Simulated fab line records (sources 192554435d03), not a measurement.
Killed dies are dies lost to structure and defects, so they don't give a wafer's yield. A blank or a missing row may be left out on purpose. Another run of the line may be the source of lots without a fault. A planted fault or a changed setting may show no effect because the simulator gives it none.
Matching of chambers + flow n5Finfet + 4 sister chambers for N5_ZERO_LAYER_ETCH_17 on rieDiel-03
The step etches SiO2 in CF4, target depth 12 nm, time 13.3 s. 8 wafers are shown with their chamber, then 9 later ones without.

## WAFERS WITH THEIR CHAMBER
| wafer  | chamber | drypumpMotorCurrentA (A) | showerheadPlenumPTorr (Torr) |
|--------|---------|--------------------------|------------------------------|
| L085.2 | 1       | 6.4                      | 2.16                         |
| L085.4 | 2       | 5.4                      | 2.20                         |
| L086.2 | 3       | 4.9                      | 2.23                         |
| L086.4 | 2       | 5.4                      | 2.19                         |
| L086.6 | 0       | 6.0                      | 2.20                         |
| L089.1 | 0       | 6.0                      | 2.20                         |
| L089.2 | 3       | 4.9                      | 2.23                         |
| L089.6 | 1       | 6.5                      | 2.16                         |

## WAFERS WITH NO CHAMBER GIVEN
| wafer  | drypumpMotorCurrentA (A) | showerheadPlenumPTorr (Torr) |
|--------|--------------------------|------------------------------|
| L092.1 | 6.0                      | 2.19                         |
| L092.3 | 5.4                      | 2.19                         |
| L092.5 | 5.4                      | 2.19                         |
| L094.4 | 6.0                      | 2.19                         |
| L094.5 | 4.9                      | 2.22                         |
| L094.6 | 5.4                      | 2.19                         |
| L095.2 | 5.4                      | 2.19                         |
| L095.4 | 6.5                      | 2.15                         |
| L095.5 | 4.9                      | 2.22                         |

## CHAMBER TAKEN BY EACH
| wafer  | from the rows above | in truth |
|--------|---------------------|----------|
| L092.1 | 0                   | 0        |
| L092.3 | 2                   | 2        |
| L092.5 | 2                   | 2        |
| L094.4 | 0                   | 0        |
| L094.5 | 3                   | 3        |
| L094.6 | 2                   | 2        |
| L095.2 | 2                   | 2        |
| L095.4 | 1                   | 1        |
| L095.5 | 3                   | 3        |
9 of 9 placed correctly. From these rows, 0 cannot be placed. 0 placed wrongly.
How it was worked out, from the rows above alone: a wafer's distance from a chamber is the root of the sum, over the readings, of the square of ((its reading less the chamber's mean) divided by the reading's scatter). If the next closest chamber is less than 2 further off than the closest, the wafer can't be placed; otherwise it belongs to the closest. A chamber's mean is the mean of its shown wafers. The scatter is the square root of a quotient: the sum, over the shown wafers, of each reading's squared deviation from its chamber's mean, divided by wafers minus chambers.
